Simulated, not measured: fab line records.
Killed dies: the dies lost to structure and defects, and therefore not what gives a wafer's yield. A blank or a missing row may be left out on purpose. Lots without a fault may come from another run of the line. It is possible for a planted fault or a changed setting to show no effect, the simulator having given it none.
What tool caused it?    flow n5-finfet    12 lots with 36 wafers sampled at 2 steps, on a route of 1938 steps

WHAT THE GAUGES READ, wafer by wafer
N5_BEOL_M2_INSPECT_30: inspects for defects (brightfield).
lot   measured      on                 raw-defect-count
L075  day 6 21:13   defect-inspect-02  371 440 457
L077  day 7 06:02   defect-inspect-02  501 520 474
L079  day 7 19:23   defect-inspect-02  355 377 457
L081  day 8 11:24   defect-inspect-01  396 514 575
L083  day 8 18:42   defect-inspect-01  363 373 373
L086  day 9 19:55   defect-inspect-02  541 485 431
L087  day 10 04:47  defect-inspect-02  297 445 378
L089  day 10 09:28  defect-inspect-01  318 305 318
L091  day 10 16:38  defect-inspect-01  327 455 436
L093  day 11 16:06  defect-inspect-01  322 298 301
L095  day 12 01:28  defect-inspect-02  384 573 514
L097  day 12 12:17  defect-inspect-01  586 483 481

EACH LOT AND THE TOOL THAT RAN IT (in order: tool; ch and the chambers of the sampled wafers; start)
lot   N5_BEOL_M2_HM_OPEN_17
L075  rie-metal-01 ch 1, day 6 20:32
L077  rie-metal-03 ch 0,1, day 7 05:15
L079  rie-metal-03 ch 0,1, day 7 18:41
L081  rie-metal-02 ch 0,1, day 8 10:35
L083  rie-metal-01 ch 0,1, day 8 17:59
L086  rie-metal-01 ch 0,1, day 9 19:12
L087  rie-metal-02 ch 0, day 10 04:09
L089  rie-metal-03 ch 0,1, day 10 08:53
L091  rie-metal-03 ch 0,1, day 10 16:04
L093  rie-metal-02 ch 0,1, day 11 15:32
L095  rie-metal-02 ch 0,1, day 12 00:46
L097  rie-metal-02 ch 0,1, day 12 11:38
- N5_BEOL_M2_HM_OPEN_17: chemistry Cl2/BCl3, target TiN, target depth 20 nm, overetch 6 nm.

THE ANSWER, worked out from the rows above alone
Rule: what is usual is taken from the lots themselves. Put in order of their means at a reading, lots are off if they are a third of the lots or fewer, leave a main group of 4 or more, and stand apart from it by a gap of 3 or more times the standard deviation of the main group's means; of several such gaps the widest counts. If all means in a main group match to the digits the tables above print for the reading, that group is not used. A lot without any number at a reading at which 4 lots or more have one is off too. All remaining lots with rows at the step are treated as sound.
No lot is off on any of the readings shown, so nothing can be concluded from this.

WHAT THE SIMULATOR PUT IN
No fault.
